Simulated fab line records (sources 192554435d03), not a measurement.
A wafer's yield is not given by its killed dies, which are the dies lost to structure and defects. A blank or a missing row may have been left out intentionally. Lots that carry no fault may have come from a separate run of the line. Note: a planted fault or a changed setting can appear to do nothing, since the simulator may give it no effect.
Comparing a struck lot with a sound one -- flow n5_finfet -- 15 steps out of a route of 1938
Sound: the wafers L978.2, L978.4, L978.6. Struck: wafer L989.3 (L989.1, L989.5, from the same lot, were not struck and are left out); the cause is given at the end.
Each step with rows lists, per side, the tool, then ch with its chambers, then its first start. Under that, the readings that differ: sound wafers -- struck wafers -- difference of the means -- sigmas: that difference in standard deviations of wafers without a fault.
alike: readings whose means differ by less than 2 such deviations, and words and numbers that are the same on both sides. not compared: withheld readings, readings that some wafer has no value for, bounds like >300 that may hide the same value, and numbers for which the record gives no deviation and whose values overlap.
Wherever a step has rows on one side only, a row that says differs or no value, or a row with sigmas, the two part there. Numbers that don't overlap but have no deviation are shown without sigmas and don't part them. A reading that every wafer of one side lacks parts them only if that side has two wafers or more.

first, 7 steps without rows for these wafers: N5_PASSIVATION_COAT_24; N5_PASSIVATION_EBR_26; N5_PASSIVATION_SOFTBAKE_25 (time 90 s); N5_PASSIVATION_EXPOSE_27 (exposes mask PAD, defocus 0 nm); N5_PASSIVATION_PEB_28; N5_PASSIVATION_DEVELOP_29 (develop time 60 s); N5_PASSIVATION_HARDBAKE_31 (time 120 s).
N5_PASSIVATION_CD_MEAS_30: the cd target is 4000 nm.
  sound on cd_sem-02 ch 0, day 13 21:22; struck on cd_sem-01 ch 0, day 16 17:39
  alike: cd_nm
N5_PASSIVATION_OVL_MEAS_63:
  sound on overlay-02 ch 0, day 13 21:23; struck on overlay-01 ch 0, day 16 17:41
  alike: PAD_OVL
N5_PASSIVATION_INSPECT_64: inspects for defects (macro).
  struck on defect_inspect-01, day 16 17:42; sound on defect_inspect-01, day 13 21:25
  alike: raw_defect_count
N5_PASSIVATION_DESCUM_32: chemistry O2, time 7.9 s.
  sound on rie_diel-01 ch 1,2, day 13 21:28; struck on rie_diel-06 ch 3, day 16 17:44
reading,sound,struck,difference,sigmas
oes_product_au (a.u.),0.80 0.90 0.90,0.71,-0.16,-2
throttle_valve_pct (%),20.05 20.24 20.23,20.86,+0.69,+4
  alike: chamber_pressure_mTorr, drypump_motor_current_A, rf_vpp_V, showerhead_plenum_p_Torr
  not compared: rf_hours_counter_h
N5_PASSIVATION_AL_ETCH_33: etches Al in Cl2/BCl3, stops on TaN, target depth 2800 nm, time 466.7 s.
  sound on rie_metal-01 ch 0, day 13 21:34; struck on rie_metal-01 ch 0, day 16 17:50
  alike: chamber_pressure_mTorr, drypump_motor_current_A, oes_product_au, throttle_valve_pct
  not compared: rf_hours_counter_h
N5_PASSIVATION_ETCH_59: etches TaN in Cl2/BCl3, target depth 65 nm, time 34.9 s.
  sound on rie_metal-01 ch 0, day 13 21:58; struck on rie_metal-01 ch 0, day 16 18:14
reading,sound,struck,difference,sigmas
throttle_valve_pct (%),21.13 21.11 21.13,20.52,-0.60,-3
model.etch.depth_nm (nm),64.74 65.22 64.74,95.52,+30.62,
  alike: chamber_pressure_mTorr, drypump_motor_current_A, oes_product_au
  not compared: rf_hours_counter_h
N5_PASSIVATION_STRIP_34: strips in O2.
  sound on rie_diel-03 ch 1,2,3, day 13 22:05; struck on rie_diel-03 ch 1, day 16 18:20
  alike: chamber_pressure_mTorr, drypump_motor_current_A, oes_product_au, rf_vpp_V, showerhead_plenum_p_Torr, throttle_valve_pct
  not compared: rf_hours_counter_h
N5_PASSIVATION_PROBE_49:
  struck on prober-01, day 16 22:47; sound on prober-02, day 14 02:32
  alike: defect_limited_yield, killed_at_M0_to_M3, killed_at_M4_up, killed_at_contacts, killed_at_front_end, killed_at_other, killed_dies, killed_open, killed_short, sort_bin_5_function, sort_bin_6_memory, sort_n_pass, sort_yield_pct

== WHERE THEY PART ==
Earliest at N5_PASSIVATION_DESCUM_32; latest, in this record, at N5_PASSIVATION_ETCH_59. Later steps at which nothing parts them and some readings are alike: N5_PASSIVATION_STRIP_34, N5_PASSIVATION_PROBE_49.

WHY: what the simulator had put in
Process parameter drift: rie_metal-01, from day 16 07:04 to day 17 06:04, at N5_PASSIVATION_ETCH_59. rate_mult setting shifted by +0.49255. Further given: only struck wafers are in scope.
